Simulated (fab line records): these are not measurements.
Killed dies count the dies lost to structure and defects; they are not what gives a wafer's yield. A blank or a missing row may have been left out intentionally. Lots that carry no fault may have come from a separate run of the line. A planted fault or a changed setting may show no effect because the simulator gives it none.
A lot that was struck, set against a sound lot | flow nandHarc | 33 out of 1159 route steps
Sound: these wafers, L878.2, L878.5, L878.6. Struck: wafer L883.5. (L883.3, L883.6 of the same lot were not struck and are left out.) The cause comes at the end.
At each step with rows: each side's tool, then ch and its chambers, then its first start. Under that, the readings that differ: sound wafers | struck wafers | difference of the means | sigmas: that difference in standard deviations of wafers without a fault.
alike: words and numbers the same on both sides, and readings whose means are apart by under 2 such deviations; not compared: readings that were withheld, readings missing a value for some wafer, numbers with overlapping values and no deviation given by the record, and bounds like >300 which may hide the same value.
Wherever a step has rows on one side only, a row that says differs or no value, or a row with sigmas, the two part there. When numbers do not overlap yet have no deviation, they are printed without sigmas and do not part them. A reading that every wafer of one side lacks parts them only if that side has two wafers or more.

first, 8 steps without rows for these wafers: NHARC_A_M1_DESCUM_14 (chemistry O2, time 3 s); NHARC_A_M1_ETCH_35 (etches the open film in N2/H2, target depth 40 nm, overetch 12 nm, time 43.94 s); NHARC_A_M1_ETCH_15 (etches the open film in C4F8/Ar, target depth 182.5 nm, time 91.2 s); NHARC_A_M1_STRIP_18 (strips in N2/H2); NHARC_A_M1_ETCH_28 (etches the open film in CF4/N2, target depth 30 nm, time 72.99 s); NHARC_A_M1_STRIP_19 (strips in post etch residue remover, time 600 s); NHARC_A_M1_DEGAS_29 (time 60 s); NHARC_A_M1_PRE_CLEAN_30 (time 30 s).
NHARC_A_M1_PVD_20: deposits TaN, target thk 5 nm, time 8.06 s.
  struck on pvdSputter-03, day 21 22:35; sound on pvdSputter-03, day 19 13:36
  alike: throttleValvePct
then, 23 steps without rows for these wafers: NHARC_A_M1_PVD_21 (deposits Cu, target thk 30 nm, time 20.49 s); NHARC_A_M1_ECD_22 (material Cu, target thk 400 nm); NHARC_A_M1_ANNEAL_31 (time 90 s); NHARC_A_M1_CMP_23 (polishes, t overpolish 20 s, target thk 154.34 nm); NHARC_A_M1_SRD_25; NHARC_A_M1_PRE_CLEAN_32 (time 12 s); NHARC_A_M1_DEP_33 (deposits SiCN, target thk 30 nm); NHARC_A_BONDPAD_DEP_00 (deposits SiCN, target thk 250 nm); NHARC_A_BONDPAD_CMP_29 (polishes SiCN, target thk 200 nm); NHARC_A_BONDPAD_SRD_31; NHARC_A_BONDPAD_DEHYDRATE_01 (time 120 s); NHARC_A_BONDPAD_HMDS_02 (time 30 s); NHARC_A_BONDPAD_COAT_33 (time 65 s); NHARC_A_BONDPAD_COAT_03 (resist thk 600 nm); NHARC_A_BONDPAD_SOFTBAKE_04 (time 70 s); NHARC_A_BONDPAD_EBR_05; NHARC_A_BONDPAD_EXPOSE_06 (exposes mask A BPAD); NHARC_A_BONDPAD_PEB_07 (peb time 80 s); NHARC_A_BONDPAD_DEVELOP_08 (time 50 s); NHARC_A_BONDPAD_HARDBAKE_10 (time 65 s); NHARC_A_BONDPAD_DESCUM_11 (chemistry O2, time 3 s); NHARC_A_BONDPAD_ETCH_34 (etches the open film in N2/H2, target depth 60 nm, overetch 18 nm, time 65.91 s); NHARC_A_BONDPAD_ETCH_12 (etches the open film in CHF3/O2, target depth 220 nm, time 110 s).
NHARC_END_SORT_01:
  sound on prober-02 ch 0, day 20 22:56; struck on prober-02 ch 0, day 23 17:10
reading                | sound          | struck | difference | sigmas
defectLimitedYield (%) | 94.4 94.4 93.2 | 89.2   | -4.8       | -3
killedAtArray          | 32 33 39       | 67     | +32        | +4
killedDies             | 38 38 46       | 73     | +32        | +3
sort_bin_2_pct (%)     | 1.9 1.8 2.4    | 4.1    | +2.1       | +3
sort_bin_3_pct (%)     | 0.15 0.30 0.74 | 3.10   | +2.70      | +13
sortNPass              | 639 639 631    | 604    | -32        | -3
sortRimYieldPct (%)    | 94 92 95       | 84     | -10        | -3
sortYieldPct (%)       | 94.4 94.4 93.2 | 89.2   | -4.8       | -3
  alike: killedAtOther, killedAtPeriphery, killedOpen, killedShort, sort_bin_4_pct

== WHERE THEY PART ==
NHARC_END_SORT_01 only, going by this record.

WHY: what the simulator had put in
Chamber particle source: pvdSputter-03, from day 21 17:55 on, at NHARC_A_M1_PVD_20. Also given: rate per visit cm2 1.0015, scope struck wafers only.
